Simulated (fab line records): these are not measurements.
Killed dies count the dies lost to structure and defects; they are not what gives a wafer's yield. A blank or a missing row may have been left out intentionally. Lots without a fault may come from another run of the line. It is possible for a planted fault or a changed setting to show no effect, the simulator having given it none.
fab line records / flow n5_finfet / part 2 of 2: steps 33 to 44 of 44
record lots=7 wafers=19 last_day=19
route steps=1938 shown BEOL_M11@1545
lots that met no fault: from a run of the same line without faults
start_h: the number of hours between the record's first day and the start of the first shown wafer of the lot / wait_h: how many hours have passed since the lot's step before this one / " repeats the value in the row above / L1.1+2: a row that stands for several wafers / - no value, or no start given / * or withheld: withheld / < > ~ a bound
route shown NAME@n: NAME is a module with steps in the file, n the number in the route of the first one / usual: mean/standard deviation taken from wafers without a fault / same: alike in all rows / chamber/n: place in a boat / sites: per-site readings / _std_site: standard deviation of those values / _edge_site: outer sites' mean less inner sites' / radius_mm: how far each site lies from the wafer's centre / mask NAME#n: copy n / behind: tool/chamber where the wafer was last shaped / hold: why the lot went on hold/how many hours it stayed there/how the hold came to an end / device: names the non-switching transistor (n, p or np) / end of line: the tests these same wafers got at the end of their route / a step given without rows: its recipe and nothing more / killed: count of dies lost to structure and defects at first sort (not the wafer's yield) / map: dies across one wafer; x = killed, . = not, _ = none there
set.NAME: the setting as run; set.NAME@STEP: as run at that earlier step / model.NAME: the simulator's own value behind a step, which no gauge read
certain route steps with their lots: each step a table, each wafer a row
services: from which hour (start_h, from the record's first day; less than 0 if before it) a tool's chamber was out of use, for how many hours, and why
## steps
# step N5_BEOL_M11_STRIP_36
# recipe chemistry=N2/H2 power_w=450 temp_c=40 pressure_mtorr=20 rf_frequency_hz=6e+07 overash_fraction=0.3 bias_power_w=7 h2_frac=0.5 n2_flow_sccm=200 h2_flow_sccm=200
# usual drypump_motor_current_A=5.5/0.35 n2_flow_sccm=200.0/0.59 oes_product_au=0.78/0.084 rf_vpp_V=59.3/1.9 showerhead_plenum_p_Torr=2.51/0.1 throttle_valve_pct=23.7/0.37
# same overash_fraction=0.3
lot.wafer=L427.2 tool=rie_diel-05 chamber=0 start_h=271.47 wait_h=0.0 drypump_motor_current_A=5.9 n2_flow_sccm=200.5 oes_product_au=0.95 rf_hours_counter_h=19 rf_vpp_V=60.4 showerhead_plenum_p_Torr=2.49 throttle_valve_pct=23.8
lot.wafer=L427.3 tool=rie_diel-05 chamber=3 start_h=271.47 wait_h=0.0 drypump_motor_current_A=5.7 n2_flow_sccm=199.3 oes_product_au=0.94 rf_hours_counter_h=10 rf_vpp_V=60.0 showerhead_plenum_p_Torr=2.60 throttle_valve_pct=23.8
lot.wafer=L427.4 tool=rie_diel-05 chamber=1 start_h=271.47 wait_h=0.0 drypump_motor_current_A=5.3 n2_flow_sccm=199.7 oes_product_au=0.73 rf_hours_counter_h=176 rf_vpp_V=60.3 showerhead_plenum_p_Torr=2.52 throttle_valve_pct=23.4
lot.wafer=L428.2 tool=rie_diel-06 chamber=1 start_h=302.41 wait_h=0.0 drypump_motor_current_A=5.6 n2_flow_sccm=199.3 oes_product_au=0.88 rf_hours_counter_h=44 rf_vpp_V=58.1 showerhead_plenum_p_Torr=2.48 throttle_valve_pct=23.9
lot.wafer=L428.5 tool=rie_diel-06 chamber=0 start_h=302.41 wait_h=0.0 drypump_motor_current_A=5.9 n2_flow_sccm=200.3 oes_product_au=0.71 rf_hours_counter_h=- rf_vpp_V=60.6 showerhead_plenum_p_Torr=2.41 throttle_valve_pct=24.1
lot.wafer=L428.6 tool=rie_diel-06 chamber=1 start_h=302.41 wait_h=0.0 drypump_motor_current_A=5.6 n2_flow_sccm=200.4 oes_product_au=0.87 rf_hours_counter_h=- rf_vpp_V=58.7 showerhead_plenum_p_Torr=2.48 throttle_valve_pct=23.9
lot.wafer=L436.2 tool=rie_diel-05 chamber=1 start_h=349.92 wait_h=0.0 drypump_motor_current_A=5.4 n2_flow_sccm=200.6 oes_product_au=0.71 rf_hours_counter_h=196 rf_vpp_V=61.5 showerhead_plenum_p_Torr=2.52 throttle_valve_pct=23.5
lot.wafer=L436.4 tool=rie_diel-05 chamber=2 start_h=349.92 wait_h=0.0 drypump_motor_current_A=5.2 n2_flow_sccm=200.2 oes_product_au=0.73 rf_hours_counter_h=193 rf_vpp_V=59.3 showerhead_plenum_p_Torr=2.43 throttle_valve_pct=24.5
lot.wafer=L436.6 tool=rie_diel-05 chamber=3 start_h=349.92 wait_h=0.0 drypump_motor_current_A=5.7 n2_flow_sccm=200.4 oes_product_au=0.89 rf_hours_counter_h=- rf_vpp_V=61.3 showerhead_plenum_p_Torr=2.59 throttle_valve_pct=23.8
lot.wafer=L437.1 tool=rie_diel-05 chamber=2 start_h=354.92 wait_h=0.0 drypump_motor_current_A=5.2 n2_flow_sccm=200.2 oes_product_au=0.72 rf_hours_counter_h=195 rf_vpp_V=57.2 showerhead_plenum_p_Torr=2.42 throttle_valve_pct=24.5
lot.wafer=L437.4 tool=rie_diel-05 chamber=0 start_h=354.92 wait_h=0.0 drypump_motor_current_A=5.8 n2_flow_sccm=200.3 oes_product_au=0.91 rf_hours_counter_h=42 rf_vpp_V=59.1 showerhead_plenum_p_Torr=2.48 throttle_valve_pct=23.8
lot.wafer=L432.1 tool=rie_diel-05 chamber=1 start_h=366.23 wait_h=0.0 drypump_motor_current_A=5.4 n2_flow_sccm=200.7 oes_product_au=0.70 rf_hours_counter_h=201 rf_vpp_V=57.3 showerhead_plenum_p_Torr=2.51 throttle_valve_pct=23.5
lot.wafer=L432.5 tool=rie_diel-05 chamber=2 start_h=366.23 wait_h=0.0 drypump_motor_current_A=5.2 n2_flow_sccm=201.0 oes_product_au=0.72 rf_hours_counter_h=- rf_vpp_V=59.5 showerhead_plenum_p_Torr=2.42 throttle_valve_pct=24.5
lot.wafer=L442.2 tool=rie_diel-02 chamber=3 start_h=383.39 wait_h=0.0 drypump_motor_current_A=5.1 n2_flow_sccm=200.9 oes_product_au=0.77 rf_hours_counter_h=162 rf_vpp_V=56.1 showerhead_plenum_p_Torr=2.33 throttle_valve_pct=23.5
lot.wafer=L442.3 tool=rie_diel-02 chamber=2 start_h=383.39 wait_h=0.0 drypump_motor_current_A=6.1 n2_flow_sccm=199.3 oes_product_au=0.72 rf_hours_counter_h=198 rf_vpp_V=62.6 showerhead_plenum_p_Torr=2.63 throttle_valve_pct=23.5
lot.wafer=L442.5 tool=rie_diel-02 chamber=3 start_h=383.39 wait_h=0.0 drypump_motor_current_A=5.2 n2_flow_sccm=199.7 oes_product_au=0.75 rf_hours_counter_h=- rf_vpp_V=56.3 showerhead_plenum_p_Torr=2.32 throttle_valve_pct=23.4
lot.wafer=L447.1 tool=rie_diel-02 chamber=2 start_h=425.55 wait_h=0.0 drypump_motor_current_A=6.1 n2_flow_sccm=200.3 oes_product_au=0.71 rf_hours_counter_h=215 rf_vpp_V=60.3 showerhead_plenum_p_Torr=2.62 throttle_valve_pct=23.5
lot.wafer=L447.3 tool=rie_diel-02 chamber=3 start_h=425.55 wait_h=0.0 drypump_motor_current_A=5.1 n2_flow_sccm=199.4 oes_product_au=0.75 rf_hours_counter_h=179 rf_vpp_V=58.1 showerhead_plenum_p_Torr=2.32 throttle_valve_pct=23.5
lot.wafer=L447.4 tool=rie_diel-02 chamber=1 start_h=425.55 wait_h=0.0 drypump_motor_current_A=5.9 n2_flow_sccm=198.9 oes_product_au=0.83 rf_hours_counter_h=64 rf_vpp_V=61.7 showerhead_plenum_p_Torr=2.58 throttle_valve_pct=23.8
# step N5_BEOL_M11_TRENCH_ETCH_37
# recipe chemistry=C4F6/O2 target_depth_a=1488.3 target=SiCOH_lowk time_s=48 ion_energy_ev=250 pressure_mtorr=30 source_w=345 bias_w=185 Ar_flow_sccm=300 C4F6_flow_sccm=10 O2_flow_sccm=10
# usual O2_flow_sccm=10.00/0.032 drypump_motor_current_A=5.5/0.35 oes_product_au=0.78/0.084 rf_vpp_V=666/9 showerhead_plenum_p_Torr=2.82/0.11 throttle_valve_pct=20.98/0.25
lot.wafer=L427.2 tool=rie_diel-05 chamber=0 start_h=- wait_h=- O2_flow_sccm=9.94 drypump_motor_current_A=5.9 oes_product_au=0.94 rf_hours_counter_h=19 rf_vpp_V=677 showerhead_plenum_p_Torr=2.81 throttle_valve_pct=21.00
lot.wafer=L427.3 tool=rie_diel-05 chamber=3 start_h=- wait_h=- O2_flow_sccm=10.05 drypump_motor_current_A=5.7 oes_product_au=0.95 rf_hours_counter_h=10 rf_vpp_V=669 showerhead_plenum_p_Torr=2.91 throttle_valve_pct=21.04
lot.wafer=L427.4 tool=rie_diel-05 chamber=1 start_h=- wait_h=- O2_flow_sccm=10.05 drypump_motor_current_A=5.3 oes_product_au=0.71 rf_hours_counter_h=176 rf_vpp_V=658 showerhead_plenum_p_Torr=2.82 throttle_valve_pct=20.79
lot.wafer=L428.2 tool=rie_diel-06 chamber=1 start_h=- wait_h=- O2_flow_sccm=10.04 drypump_motor_current_A=5.6 oes_product_au=0.87 rf_hours_counter_h=44 rf_vpp_V=655 showerhead_plenum_p_Torr=2.78 throttle_valve_pct=21.01
lot.wafer=L428.5 tool=rie_diel-06 chamber=0 start_h=- wait_h=- O2_flow_sccm=10.02 drypump_motor_current_A=5.9 oes_product_au=0.71 rf_hours_counter_h=- rf_vpp_V=663 showerhead_plenum_p_Torr=2.71 throttle_valve_pct=21.18
lot.wafer=L428.6 tool=rie_diel-06 chamber=1 start_h=- wait_h=- O2_flow_sccm=10.02 drypump_motor_current_A=5.6 oes_product_au=0.87 rf_hours_counter_h=- rf_vpp_V=653 showerhead_plenum_p_Torr=2.78 throttle_valve_pct=21.02
lot.wafer=L436.2 tool=rie_diel-05 chamber=1 start_h=- wait_h=- O2_flow_sccm=10.00 drypump_motor_current_A=5.3 oes_product_au=0.71 rf_hours_counter_h=196 rf_vpp_V=656 showerhead_plenum_p_Torr=2.81 throttle_valve_pct=20.82
lot.wafer=L436.4 tool=rie_diel-05 chamber=2 start_h=- wait_h=- O2_flow_sccm=10.02 drypump_motor_current_A=5.2 oes_product_au=0.71 rf_hours_counter_h=193 rf_vpp_V=657 showerhead_plenum_p_Torr=2.71 throttle_valve_pct=21.45
lot.wafer=L436.6 tool=rie_diel-05 chamber=3 start_h=- wait_h=- O2_flow_sccm=10.01 drypump_motor_current_A=5.7 oes_product_au=0.88 rf_hours_counter_h=- rf_vpp_V=668 showerhead_plenum_p_Torr=2.90 throttle_valve_pct=21.10
lot.wafer=L437.1 tool=rie_diel-05 chamber=2 start_h=- wait_h=- O2_flow_sccm=10.03 drypump_motor_current_A=5.2 oes_product_au=0.72 rf_hours_counter_h=195 rf_vpp_V=657 showerhead_plenum_p_Torr=2.71 throttle_valve_pct=21.47
lot.wafer=L437.4 tool=rie_diel-05 chamber=0 start_h=- wait_h=- O2_flow_sccm=10.04 drypump_motor_current_A=5.9 oes_product_au=0.89 rf_hours_counter_h=42 rf_vpp_V=677 showerhead_plenum_p_Torr=2.80 throttle_valve_pct=21.03
lot.wafer=L432.1 tool=rie_diel-05 chamber=1 start_h=- wait_h=- O2_flow_sccm=9.96 drypump_motor_current_A=5.3 oes_product_au=0.70 rf_hours_counter_h=201 rf_vpp_V=656 showerhead_plenum_p_Torr=2.81 throttle_valve_pct=20.81
lot.wafer=L432.5 tool=rie_diel-05 chamber=2 start_h=- wait_h=- O2_flow_sccm=9.97 drypump_motor_current_A=5.2 oes_product_au=0.71 rf_hours_counter_h=- rf_vpp_V=656 showerhead_plenum_p_Torr=2.71 throttle_valve_pct=21.47
lot.wafer=L442.2 tool=rie_diel-02 chamber=3 start_h=- wait_h=- O2_flow_sccm=9.98 drypump_motor_current_A=5.2 oes_product_au=0.75 rf_hours_counter_h=162 rf_vpp_V=654 showerhead_plenum_p_Torr=2.62 throttle_valve_pct=20.96
lot.wafer=L442.3 tool=rie_diel-02 chamber=2 start_h=- wait_h=- O2_flow_sccm=9.96 drypump_motor_current_A=6.1 oes_product_au=0.72 rf_hours_counter_h=198 rf_vpp_V=676 showerhead_plenum_p_Torr=2.94 throttle_valve_pct=20.68
lot.wafer=L442.5 tool=rie_diel-02 chamber=3 start_h=- wait_h=- O2_flow_sccm=10.02 drypump_motor_current_A=5.2 oes_product_au=0.76 rf_hours_counter_h=- rf_vpp_V=654 showerhead_plenum_p_Torr=2.62 throttle_valve_pct=20.95
lot.wafer=L447.1 tool=rie_diel-02 chamber=2 start_h=- wait_h=- O2_flow_sccm=10.01 drypump_motor_current_A=6.1 oes_product_au=0.71 rf_hours_counter_h=215 rf_vpp_V=679 showerhead_plenum_p_Torr=2.94 throttle_valve_pct=20.71
lot.wafer=L447.3 tool=rie_diel-02 chamber=3 start_h=- wait_h=- O2_flow_sccm=10.02 drypump_motor_current_A=5.1 oes_product_au=0.74 rf_hours_counter_h=179 rf_vpp_V=654 showerhead_plenum_p_Torr=2.61 throttle_valve_pct=20.99
lot.wafer=L447.4 tool=rie_diel-02 chamber=1 start_h=- wait_h=- O2_flow_sccm=10.03 drypump_motor_current_A=5.8 oes_product_au=0.85 rf_hours_counter_h=64 rf_vpp_V=664 showerhead_plenum_p_Torr=2.89 throttle_valve_pct=20.88
# step N5_BEOL_M11_ETCH_41
# recipe chemistry=CH3F/O2 target=SiCN target_depth_a=426 taper_deg=2 time_s=86 ion_energy_ev=120 mask_material=TiN pressure_mtorr=30 source_w=395 bias_w=75 Ar_flow_sccm=150 CH3F_flow_sccm=30 O2_flow_sccm=20
# step N5_BEOL_M11_STRIP_77
# recipe chemistry=N2/H2 time_s=10 power_w=450 temp_c=40 pressure_mtorr=20 rf_frequency_hz=6e+07 bias_power_w=7 n2_flow_sccm=200 h2_flow_sccm=200
# step N5_BEOL_M11_OCD_MEAS_38
# usual trench_depth_nm=148.5/1.6
lot.wafer=L427.2 tool=ocd-02 chamber=- start_h=271.69 wait_h=- trench_depth_nm=149.2
lot.wafer=L427.3 tool=ocd-02 chamber=- start_h=271.69 wait_h=- trench_depth_nm=151.6
lot.wafer=L427.4 tool=ocd-02 chamber=- start_h=271.69 wait_h=- trench_depth_nm=146.8
lot.wafer=L428.2 tool=ocd-02 chamber=- start_h=302.64 wait_h=- trench_depth_nm=150.2
lot.wafer=L428.5 tool=ocd-02 chamber=- start_h=302.64 wait_h=- trench_depth_nm=146.1
lot.wafer=L428.6 tool=ocd-02 chamber=- start_h=302.64 wait_h=- trench_depth_nm=148.0
lot.wafer=L436.2 tool=ocd-02 chamber=- start_h=350.14 wait_h=- trench_depth_nm=147.3
lot.wafer=L436.4 tool=ocd-02 chamber=- start_h=350.14 wait_h=- trench_depth_nm=146.1
lot.wafer=L436.6 tool=ocd-02 chamber=- start_h=350.14 wait_h=- trench_depth_nm=28.0
lot.wafer=L437.1 tool=ocd-01 chamber=- start_h=355.14 wait_h=- trench_depth_nm=18.3
lot.wafer=L437.4 tool=ocd-01 chamber=- start_h=355.14 wait_h=- trench_depth_nm=148.8
lot.wafer=L432.1 tool=ocd-02 chamber=- start_h=366.45 wait_h=- trench_depth_nm=14.6
lot.wafer=L432.5 tool=ocd-02 chamber=- start_h=366.45 wait_h=- trench_depth_nm=145.4
lot.wafer=L442.2 tool=ocd-02 chamber=- start_h=383.62 wait_h=- trench_depth_nm=149.9
lot.wafer=L442.3 tool=ocd-02 chamber=- start_h=383.62 wait_h=- trench_depth_nm=147.7
lot.wafer=L442.5 tool=ocd-02 chamber=- start_h=383.62 wait_h=- trench_depth_nm=150.5
lot.wafer=L447.1 tool=ocd-01 chamber=- start_h=425.77 wait_h=- trench_depth_nm=150.5
lot.wafer=L447.3 tool=ocd-01 chamber=- start_h=425.77 wait_h=- trench_depth_nm=151.0
lot.wafer=L447.4 tool=ocd-01 chamber=- start_h=425.77 wait_h=- trench_depth_nm=151.6
# step N5_BEOL_M11_HM_STRIP_39
# recipe chemistry=peroxide_tin_strip material=TiN target_depth_a=250 temp_c=50 time_s=158
# step N5_BEOL_M11_SRD_40
# recipe time_s=30 temp_c=23 rinse_liquid=diw dry=ipa_marangoni
# step N5_BEOL_M11_PRECLEAN_42
# recipe chemistry=residue_remover time_s=60 temp_c=40
# step N5_BEOL_M11_SRD_43
# recipe time_s=30 temp_c=23 rinse_liquid=diw dry=ipa_marangoni
# step N5_BEOL_M11_CD_MEAS_35
# recipe target_cd_nm=70 polarity=opening
# usual cd_nm=70.0/0.49
lot.wafer=L427.2 tool=cd_sem-01 chamber=- start_h=271.84 wait_h=0.0 cd_nm=70.0
lot.wafer=L427.3 tool=cd_sem-01 chamber=- start_h=271.84 wait_h=0.0 cd_nm=70.1
lot.wafer=L427.4 tool=cd_sem-01 chamber=- start_h=271.84 wait_h=0.0 cd_nm=69.5
lot.wafer=L428.2 tool=cd_sem-02 chamber=- start_h=302.79 wait_h=0.0 cd_nm=70.4
lot.wafer=L428.5 tool=cd_sem-02 chamber=- start_h=302.79 wait_h=0.0 cd_nm=70.4
lot.wafer=L428.6 tool=cd_sem-02 chamber=- start_h=302.79 wait_h=0.0 cd_nm=69.3
lot.wafer=L436.2 tool=cd_sem-03 chamber=- start_h=350.29 wait_h=0.0 cd_nm=70.3
lot.wafer=L436.4 tool=cd_sem-03 chamber=- start_h=350.29 wait_h=0.0 cd_nm=70.0
lot.wafer=L436.6 tool=cd_sem-03 chamber=- start_h=350.29 wait_h=0.0 cd_nm=69.6
lot.wafer=L437.1 tool=cd_sem-01 chamber=- start_h=355.29 wait_h=0.0 cd_nm=69.7
lot.wafer=L437.4 tool=cd_sem-01 chamber=- start_h=355.29 wait_h=0.0 cd_nm=69.7
lot.wafer=L432.1 tool=cd_sem-02 chamber=- start_h=366.60 wait_h=0.0 cd_nm=-
lot.wafer=L432.5 tool=cd_sem-02 chamber=- start_h=366.60 wait_h=0.0 cd_nm=69.9
lot.wafer=L442.2 tool=cd_sem-03 chamber=- start_h=383.77 wait_h=0.0 cd_nm=69.5
lot.wafer=L442.3 tool=cd_sem-03 chamber=- start_h=383.77 wait_h=0.0 cd_nm=69.6
lot.wafer=L442.5 tool=cd_sem-03 chamber=- start_h=383.77 wait_h=0.0 cd_nm=69.6
lot.wafer=L447.1 tool=cd_sem-03 chamber=- start_h=425.93 wait_h=0.0 cd_nm=69.9
lot.wafer=L447.3 tool=cd_sem-03 chamber=- start_h=425.93 wait_h=0.0 cd_nm=70.7
lot.wafer=L447.4 tool=cd_sem-03 chamber=- start_h=425.93 wait_h=0.0 cd_nm=70.1
# step N5_BEOL_M11_THK_MEAS_53
# recipe thk_meas_gauge=xrf reads=Cu_of_BEOL_M11_ECD_50
# usual M11_THK=135.2/2
lot.wafer=L427.2 tool=film_metro-01 chamber=- start_h=274.12 wait_h=- M11_THK[nm]=135.8
lot.wafer=L427.3 tool=film_metro-01 chamber=- start_h=274.12 wait_h=- M11_THK[nm]=139.8
lot.wafer=L427.4 tool=film_metro-01 chamber=- start_h=274.12 wait_h=- M11_THK[nm]=134.8
lot.wafer=L428.2 tool=film_metro-02 chamber=- start_h=306.81 wait_h=- M11_THK[nm]=135.1
lot.wafer=L428.5 tool=film_metro-02 chamber=- start_h=306.81 wait_h=- M11_THK[nm]=131.6
lot.wafer=L428.6 tool=film_metro-02 chamber=- start_h=306.81 wait_h=- M11_THK[nm]=134.7
lot.wafer=L436.2 tool=film_metro-02 chamber=- start_h=352.84 wait_h=- M11_THK[nm]=132.8
lot.wafer=L436.4 tool=film_metro-02 chamber=- start_h=352.84 wait_h=- M11_THK[nm]=133.5
lot.wafer=L436.6 tool=film_metro-02 chamber=- start_h=352.84 wait_h=- M11_THK[nm]=-
lot.wafer=L437.1 tool=film_metro-01 chamber=- start_h=359.32 wait_h=- M11_THK[nm]=-
lot.wafer=L437.4 tool=film_metro-01 chamber=- start_h=359.32 wait_h=- M11_THK[nm]=135.9
lot.wafer=L432.1 tool=film_metro-02 chamber=- start_h=369.38 wait_h=- M11_THK[nm]=-
lot.wafer=L432.5 tool=film_metro-02 chamber=- start_h=369.38 wait_h=- M11_THK[nm]=132.6
lot.wafer=L442.2 tool=film_metro-01 chamber=- start_h=386.17 wait_h=- M11_THK[nm]=136.1
lot.wafer=L442.3 tool=film_metro-01 chamber=- start_h=386.17 wait_h=- M11_THK[nm]=133.3
lot.wafer=L442.5 tool=film_metro-01 chamber=- start_h=386.17 wait_h=- M11_THK[nm]=137.4
lot.wafer=L447.1 tool=film_metro-01 chamber=- start_h=428.47 wait_h=- M11_THK[nm]=139.4
lot.wafer=L447.3 tool=film_metro-01 chamber=- start_h=428.47 wait_h=- M11_THK[nm]=140.6
lot.wafer=L447.4 tool=film_metro-01 chamber=- start_h=428.47 wait_h=- M11_THK[nm]=138.5
# step N5_BEOL_M11_RS_MEAS_57
# recipe thk_meas_gauge=four-point-probe reads=Cu_of_BEOL_M11_ECD_50+Co_of_BEOL_M11_CVD_75+TaN_of_BEOL_M11_ALD_74
# usual M11_RS=0.1512/0.0021
lot.wafer=L427.2 tool=film_metro-01 chamber=- start_h=274.24 wait_h=0.0 M11_RS[ohm/sq]=0.1518
lot.wafer=L427.3 tool=film_metro-01 chamber=- start_h=274.24 wait_h=0.0 M11_RS[ohm/sq]=0.1471
lot.wafer=L427.4 tool=film_metro-01 chamber=- start_h=274.24 wait_h=0.0 M11_RS[ohm/sq]=0.1523
lot.wafer=L428.2 tool=film_metro-01 chamber=- start_h=306.93 wait_h=0.0 M11_RS[ohm/sq]=0.1503
lot.wafer=L428.5 tool=film_metro-01 chamber=- start_h=306.93 wait_h=0.0 M11_RS[ohm/sq]=0.1550
lot.wafer=L428.6 tool=film_metro-01 chamber=- start_h=306.93 wait_h=0.0 M11_RS[ohm/sq]=0.1507
lot.wafer=L436.2 tool=film_metro-02 chamber=- start_h=352.97 wait_h=0.0 M11_RS[ohm/sq]=0.1531
lot.wafer=L436.4 tool=film_metro-02 chamber=- start_h=352.97 wait_h=0.0 M11_RS[ohm/sq]=0.1530
lot.wafer=L436.6 tool=film_metro-02 chamber=- start_h=352.97 wait_h=0.0 M11_RS[ohm/sq]=-
lot.wafer=L437.1 tool=film_metro-02 chamber=- start_h=359.44 wait_h=0.0 M11_RS[ohm/sq]=-
lot.wafer=L437.4 tool=film_metro-02 chamber=- start_h=359.44 wait_h=0.0 M11_RS[ohm/sq]=0.1501
lot.wafer=L432.1 tool=film_metro-02 chamber=- start_h=369.54 wait_h=0.1 M11_RS[ohm/sq]=-
lot.wafer=L432.5 tool=film_metro-02 chamber=- start_h=369.54 wait_h=0.1 M11_RS[ohm/sq]=0.1539
lot.wafer=L442.2 tool=film_metro-01 chamber=- start_h=386.32 wait_h=0.1 M11_RS[ohm/sq]=0.1491
lot.wafer=L442.3 tool=film_metro-01 chamber=- start_h=386.32 wait_h=0.1 M11_RS[ohm/sq]=0.1527
lot.wafer=L442.5 tool=film_metro-01 chamber=- start_h=386.32 wait_h=0.1 M11_RS[ohm/sq]=0.1477
lot.wafer=L447.1 tool=film_metro-01 chamber=- start_h=428.59 wait_h=0.0 M11_RS[ohm/sq]=0.1483
lot.wafer=L447.3 tool=film_metro-01 chamber=- start_h=428.59 wait_h=0.0 M11_RS[ohm/sq]=0.1476
lot.wafer=L447.4 tool=film_metro-01 chamber=- start_h=428.59 wait_h=0.0 M11_RS[ohm/sq]=0.1490
## services
tool=rie_metal-02 chamber=- start_h=244.51 hours=14.6 kind=pm
tool=rie_diel-02 chamber=3 start_h=245.31 hours=7.2 kind=repair
tool=rie_metal-03 chamber=- start_h=278.33 hours=28.1 kind=pm
tool=rie_diel-02 chamber=1 start_h=304.26 hours=7.9 kind=repair
tool=rie_diel-06 chamber=2 start_h=306.74 hours=- kind=clean
tool=rie_diel-06 chamber=2 start_h=306.74 hours=- kind=consumable_replace:focus_ring
tool=rie_diel-06 chamber=2 start_h=306.74 hours=- kind=consumable_replace:showerhead
tool=rie_diel-06 chamber=2 start_h=306.74 hours=12.8 kind=scheduled_down
tool=rie_diel-06 chamber=2 start_h=306.74 hours=12.8 kind=vent_cycle
tool=rie_diel-06 chamber=3 start_h=318.44 hours=5.6 kind=repair
tool=rie_diel-06 chamber=3 start_h=324.08 hours=- kind=clean
tool=rie_diel-06 chamber=3 start_h=324.08 hours=- kind=consumable_replace:focus_ring
tool=rie_diel-06 chamber=3 start_h=324.08 hours=20.3 kind=scheduled_down
tool=rie_diel-06 chamber=3 start_h=324.08 hours=20.3 kind=vent_cycle
tool=rie_diel-02 chamber=- start_h=356.59 hours=0.6 kind=repair
tool=rie_metal-01 chamber=0 start_h=365.66 hours=2.9 kind=repair
tool=rie_metal-03 chamber=- start_h=380.14 hours=2.8 kind=pm
tool=rie_diel-02 chamber=1 start_h=381.87 hours=25.8 kind=repair
tool=rie_diel-05 chamber=- start_h=387.54 hours=2.8 kind=pm
tool=rie_diel-06 chamber=0 start_h=388.10 hours=- kind=clean
tool=rie_diel-06 chamber=0 start_h=388.10 hours=- kind=consumable_replace:focus_ring
tool=rie_diel-06 chamber=0 start_h=388.10 hours=- kind=consumable_replace:showerhead
tool=rie_diel-06 chamber=0 start_h=388.10 hours=20.7 kind=scheduled_down
tool=rie_metal-01 chamber=0 start_h=414.56 hours=19.4 kind=repair
## key
first_sign step=N5_BEOL_M11_VIA_ETCH_34 reading=oes_product_au direction=down sigmas=5 usual=0.78 struck=0.36
effect step=N5_BEOL_M11_OCD_MEAS_38 reading=trench_depth_nm direction=down sigmas=80 usual=148.5 struck=20.3
effect step=N5_BEOL_M11_THK_MEAS_53 reading=M11_THK direction=missing
effect step=N5_BEOL_M11_RS_MEAS_57 reading=M11_RS direction=missing
model_effect step=N5_BEOL_M11_HM_OPEN_17 value=etch.depth_nm without=19.99 struck=16.54
met_at N5_BEOL_M11_HM_OPEN_17
struck_wafers L432.1,L436.6,L437.1
later_rows_left_out L432.1,L436.6,L437.1
sort_left_out L432.1,L436.6,L437.1
onset_between 300.90 347.62
fault kind=process_parameter_drift tool=rie_metal-02 chamber=- onset_h=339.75 steps=N5_BEOL_M11_HM_OPEN_17 channel=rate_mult offset=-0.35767 shape=step end_h=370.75 scope=struck_wafers_only
# sort_left_out: the simulated sort isn't trusted on such a fault, so these wafers' sort isn't shown, and their yield isn't known
# later_rows_left_out: the simulator's readings of these wafers behind a module that went badly wrong aren't trusted and aren't shown, but for the sort
